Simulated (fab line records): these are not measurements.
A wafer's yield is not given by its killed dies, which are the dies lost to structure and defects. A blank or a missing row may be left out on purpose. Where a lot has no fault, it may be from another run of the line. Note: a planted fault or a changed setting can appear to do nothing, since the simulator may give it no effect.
Which tool did it?	flow n5_finfet	at 1 step of a route of 1938, 12 lots with 36 wafers sampled

WHAT THE GAUGES READ, wafer by wafer
N5_BEOL_M15_OVL_MEAS_11.
lot	measured	on	V14_OVL (nm)
L076	day 10 22:20	overlay-01	-2 1 -3
L077	day 11 04:05	overlay-01	-4 1 10
L079	day 11 13:13	overlay-02	6 -6 -7
L082	day 11 19:08	overlay-02	4 14 2
L083	day 12 07:35	overlay-01	4 0 -3
L088	day 15 19:32	overlay-01	5 -6 -9
L094	day 16 14:05	overlay-02	1 10 3
L085	day 16 22:14	overlay-02	-4 -4 -1
L092	day 17 14:08	overlay-02	-1 0 -2
L093	day 18 04:13	overlay-02	6 -6 -1
L087	day 18 09:23	overlay-01	1 -8 12
L086	day 18 15:01	overlay-02	9 -6 10

WHICH TOOL RAN EACH LOT (tool, then ch and the chambers of the sampled wafers, then the start)
No process step before these readings appears in the record.

THE ANSWER, worked out from the rows above alone
Rule: usual is defined by the lots themselves. Put in order of their means at a reading, lots are off if they are a third of the lots or fewer, leave a main group of 4 or more, and stand apart from it by a gap of 3 or more times the standard deviation of the main group's means; of several such gaps the widest counts. The tables above print the reading to a certain number of digits; a main group whose means all agree to those digits is not used. A lot without any number at a reading at which 4 lots or more have one is off too. The other lots that the step has rows for count as sound.
No lot is off on any of the readings shown, so nothing can be concluded from this.

WHAT THE SIMULATOR HAD INSERTED
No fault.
